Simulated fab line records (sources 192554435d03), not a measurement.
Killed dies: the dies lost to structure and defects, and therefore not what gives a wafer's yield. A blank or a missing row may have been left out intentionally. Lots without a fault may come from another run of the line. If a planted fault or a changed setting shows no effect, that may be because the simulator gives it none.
Split-lot trial :: flow n5 finfet :: on a route of 1938 steps: 7 lots, 39 wafers read

## THE SPLIT ITSELF
At N5_MOL_CONTACT_COAG_ETCHBACK_135 (etches SiO2 in CHF3, target depth 25 nm, time 16.7 s), the setting time s was moved away from the recipe's 16.7 s on 15 of the 39 wafers read, by -23.5% to +23.1%. For the rest of the wafers, this setting stayed at what the recipe calls for.

The split's own step is where the reading is taken.

## THE READING
SOC_of_MOL_CONTACT_COAG_COAT_75.thk nm (the simulator's own value, which no gauge read), in nm, at N5_MOL_CONTACT_COAG_ETCHBACK_135 (etches SiO2 in CHF3, target depth 25 nm, time 16.7 s). The file gives no usual value for it. Here, 24 wafers ran the recipe; their average is 57.3 nm with a standard deviation of 0.15 nm.

wafer: L075.1
tool, chamber at the split: rie diel-05, 1,2
time s as run, s: 13.1
against the recipe: -21.6%
SOC_of_MOL_CONTACT_COAG_COAT_75.thk nm, nm: 58
against lot-mates on the recipe: +0.5

wafer: L075.5
tool, chamber at the split: rie diel-05, 1,2
time s as run, s: 13.1
against the recipe: -21.6%
SOC_of_MOL_CONTACT_COAG_COAT_75.thk nm, nm: 58
against lot-mates on the recipe: +0.5

wafer: L075.2
tool, chamber at the split: rie diel-05, 0
time s as run, s: 13.1
against the recipe: -21.6%
SOC_of_MOL_CONTACT_COAG_COAT_75.thk nm, nm: 57.8
against lot-mates on the recipe: +0.3

wafer: L075.3
tool, chamber at the split: rie diel-05, 2
time s as run, s: 16.7
against the recipe: recipe
SOC_of_MOL_CONTACT_COAG_COAT_75.thk nm, nm: 57.6
against lot-mates on the recipe: -

wafer: L075.4
tool, chamber at the split: rie diel-05, 1,0
time s as run, s: 16.7
against the recipe: recipe
SOC_of_MOL_CONTACT_COAG_COAT_75.thk nm, nm: 57.4
against lot-mates on the recipe: -

wafer: L075.6
tool, chamber at the split: rie diel-05, 1,0
time s as run, s: 16.7
against the recipe: recipe
SOC_of_MOL_CONTACT_COAG_COAT_75.thk nm, nm: 57.4
against lot-mates on the recipe: -

wafer: L080.1
tool, chamber at the split: rie diel-05, 2,0,3
time s as run, s: 16.7
against the recipe: recipe
SOC_of_MOL_CONTACT_COAG_COAT_75.thk nm, nm: 57.4
against lot-mates on the recipe: -

wafer: L080.3
tool, chamber at the split: rie diel-05, 2,0,3
time s as run, s: 16.7
against the recipe: recipe
SOC_of_MOL_CONTACT_COAG_COAT_75.thk nm, nm: 57.4
against lot-mates on the recipe: -

wafer: L080.4
tool, chamber at the split: rie diel-05, 2,0,3
time s as run, s: 16.7
against the recipe: recipe
SOC_of_MOL_CONTACT_COAG_COAT_75.thk nm, nm: 57.4
against lot-mates on the recipe: -

wafer: L080.2
tool, chamber at the split: rie diel-05, 1,3,2
time s as run, s: 16.7
against the recipe: recipe
SOC_of_MOL_CONTACT_COAG_COAT_75.thk nm, nm: 57.2
against lot-mates on the recipe: -

wafer: L080.5
tool, chamber at the split: rie diel-05, 1,3,2
time s as run, s: 16.7
against the recipe: recipe
SOC_of_MOL_CONTACT_COAG_COAT_75.thk nm, nm: 57.2
against lot-mates on the recipe: -

wafer: L080.6
tool, chamber at the split: rie diel-05, 1,3,2
time s as run, s: 16.7
against the recipe: recipe
SOC_of_MOL_CONTACT_COAG_COAT_75.thk nm, nm: 57.2
against lot-mates on the recipe: -

wafer: L081.1
tool, chamber at the split: rie diel-01, 1
time s as run, s: 20.55
against the recipe: +23.1%
SOC_of_MOL_CONTACT_COAG_COAT_75.thk nm, nm: 56.4
against lot-mates on the recipe: -0.7

wafer: L081.2
tool, chamber at the split: rie diel-01, 2
time s as run, s: 16.7
against the recipe: recipe
SOC_of_MOL_CONTACT_COAG_COAT_75.thk nm, nm: 57
against lot-mates on the recipe: -

wafer: L081.6
tool, chamber at the split: rie diel-01, 2
time s as run, s: 16.7
against the recipe: recipe
SOC_of_MOL_CONTACT_COAG_COAT_75.thk nm, nm: 57
against lot-mates on the recipe: -

wafer: L081.3
tool, chamber at the split: rie diel-01, 0
time s as run, s: 20.55
against the recipe: +23.1%
SOC_of_MOL_CONTACT_COAG_COAT_75.thk nm, nm: 56.8
against lot-mates on the recipe: -0.3

wafer: L081.4
tool, chamber at the split: rie diel-01, 3
time s as run, s: 20.55
against the recipe: +23.1%
SOC_of_MOL_CONTACT_COAG_COAT_75.thk nm, nm: 56.6
against lot-mates on the recipe: -0.5

wafer: L081.5
tool, chamber at the split: rie diel-01, 1
time s as run, s: 16.7
against the recipe: recipe
SOC_of_MOL_CONTACT_COAG_COAT_75.thk nm, nm: 57.2
against lot-mates on the recipe: -

wafer: L083.1
tool, chamber at the split: rie diel-01, 0,2
time s as run, s: 19.92
against the recipe: +19.3%
SOC_of_MOL_CONTACT_COAG_COAT_75.thk nm, nm: 56.8
against lot-mates on the recipe: -0.5

wafer: L083.4
tool, chamber at the split: rie diel-01, 0,2
time s as run, s: 19.92
against the recipe: +19.3%
SOC_of_MOL_CONTACT_COAG_COAT_75.thk nm, nm: 56.8
against lot-mates on the recipe: -0.5

wafer: L083.2
tool, chamber at the split: rie diel-01, 1,3
time s as run, s: 16.7
against the recipe: recipe
SOC_of_MOL_CONTACT_COAG_COAT_75.thk nm, nm: 57.2
against lot-mates on the recipe: -

wafer: L083.3
tool, chamber at the split: rie diel-01, 1,3
time s as run, s: 16.7
against the recipe: recipe
SOC_of_MOL_CONTACT_COAG_COAT_75.thk nm, nm: 57.2
against lot-mates on the recipe: -

wafer: L083.5
tool, chamber at the split: rie diel-01, 2
time s as run, s: 19.92
against the recipe: +19.3%
SOC_of_MOL_CONTACT_COAG_COAT_75.thk nm, nm: 56.6
against lot-mates on the recipe: -0.7

wafer: L083.6
tool, chamber at the split: rie diel-01, 3
time s as run, s: 16.7
against the recipe: recipe
SOC_of_MOL_CONTACT_COAG_COAT_75.thk nm, nm: 57.4
against lot-mates on the recipe: -

wafer: L087.1
tool, chamber at the split: rie diel-01, 1,2
time s as run, s: 16.7
against the recipe: recipe
SOC_of_MOL_CONTACT_COAG_COAT_75.thk nm, nm: 57.2
against lot-mates on the recipe: -

wafer: L087.3
tool, chamber at the split: rie diel-01, 1,2
time s as run, s: 16.7
against the recipe: recipe
SOC_of_MOL_CONTACT_COAG_COAT_75.thk nm, nm: 57.2
against lot-mates on the recipe: -

wafer: L087.2
tool, chamber at the split: rie diel-01, 0
time s as run, s: 16.7
against the recipe: recipe
SOC_of_MOL_CONTACT_COAG_COAT_75.thk nm, nm: 57.4
against lot-mates on the recipe: -

wafer: L089.1
tool, chamber at the split: rie diel-05, 0
time s as run, s: 12.78
against the recipe: -23.5%
SOC_of_MOL_CONTACT_COAG_COAT_75.thk nm, nm: 57.8
against lot-mates on the recipe: +0.5

wafer: L089.2
tool, chamber at the split: rie diel-05, 1
time s as run, s: 16.7
against the recipe: recipe
SOC_of_MOL_CONTACT_COAG_COAT_75.thk nm, nm: 57.2
against lot-mates on the recipe: -

wafer: L089.5
tool, chamber at the split: rie diel-05, 1
time s as run, s: 16.7
against the recipe: recipe
SOC_of_MOL_CONTACT_COAG_COAT_75.thk nm, nm: 57.2
against lot-mates on the recipe: -

wafer: L089.3
tool, chamber at the split: rie diel-05, 2
time s as run, s: 16.7
against the recipe: recipe
SOC_of_MOL_CONTACT_COAG_COAT_75.thk nm, nm: 57.4
against lot-mates on the recipe: -

wafer: L089.4
tool, chamber at the split: rie diel-05, 3,2
time s as run, s: 12.78
against the recipe: -23.5%
SOC_of_MOL_CONTACT_COAG_COAT_75.thk nm, nm: 58
against lot-mates on the recipe: +0.7

wafer: L089.6
tool, chamber at the split: rie diel-05, 3,2
time s as run, s: 12.78
against the recipe: -23.5%
SOC_of_MOL_CONTACT_COAG_COAT_75.thk nm, nm: 58
against lot-mates on the recipe: +0.7

wafer: L090.1
tool, chamber at the split: rie diel-04, 3
time s as run, s: 16.7
against the recipe: recipe
SOC_of_MOL_CONTACT_COAG_COAT_75.thk nm, nm: 57
against lot-mates on the recipe: -

wafer: L090.2
tool, chamber at the split: rie diel-04, 0
time s as run, s: 16.7
against the recipe: recipe
SOC_of_MOL_CONTACT_COAG_COAT_75.thk nm, nm: 57.4
against lot-mates on the recipe: -

wafer: L090.3
tool, chamber at the split: rie diel-04, 2
time s as run, s: 18.17
against the recipe: +8.8%
SOC_of_MOL_CONTACT_COAG_COAT_75.thk nm, nm: 56.6
against lot-mates on the recipe: -0.6

wafer: L090.4
tool, chamber at the split: rie diel-04, 1
time s as run, s: 18.17
against the recipe: +8.8%
SOC_of_MOL_CONTACT_COAG_COAT_75.thk nm, nm: 56.8
against lot-mates on the recipe: -0.4

wafer: L090.5
tool, chamber at the split: rie diel-04, 2
time s as run, s: 18.17
against the recipe: +8.8%
SOC_of_MOL_CONTACT_COAG_COAT_75.thk nm, nm: 57
against lot-mates on the recipe: -0.2

wafer: L090.6
tool, chamber at the split: rie diel-04, 1
time s as run, s: 16.7
against the recipe: recipe
SOC_of_MOL_CONTACT_COAG_COAT_75.thk nm, nm: 57.2
against lot-mates on the recipe: -
Where a row lists several chambers, the file gives one row for several wafers and doesn't say which wafer went through which chamber.

FIT RESULTS
A straight line over all 39 wafers: SOC_of_MOL_CONTACT_COAG_COAT_75.thk nm changes by -0.0299 nm for each +1% of time s; r = -0.92; the points scatter about the line by 0.16 nm.
The same after taking each lot's own level away (the mean of its wafers on the recipe; 39 wafers): -0.0252 nm for each +1%; r = -0.92; scatter 0.14 nm.
According to that fit, moving time s by its largest amount changes the reading by 0.59 nm.
Across the lots, their own levels run from 57.07 to 57.47 nm, a range of 2.7 times the standard deviation given above.
So the slope is not independent of the lot-to-lot level: the two fits are not the same.
Check: with one of the wafers moved furthest among these (-23.5%) left out of the fit, the line predicts +0.588 nm for it against its lot-mates. Against them it came out at +0.533 nm.

## OTHER SPLITS ON THESE WAFERS
Before the reading, these wafers also passed through other splits. Each is held against what the fit with the lots' levels taken away leaves over:
other split on the same wafers: N5_WELL_APT_IMPLANT_14 energy kev
wafers away from the commonest value: 12
r with SOC_of_MOL_CONTACT_COAG_COAT_75.thk nm (lot level and that fit taken away): +0.07

## FILE'S OWN FIT
SOC_of_MOL_CONTACT_COAG_COAT_75.thk nm changes by -0.0252 nm for each +1% of time s, r = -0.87.
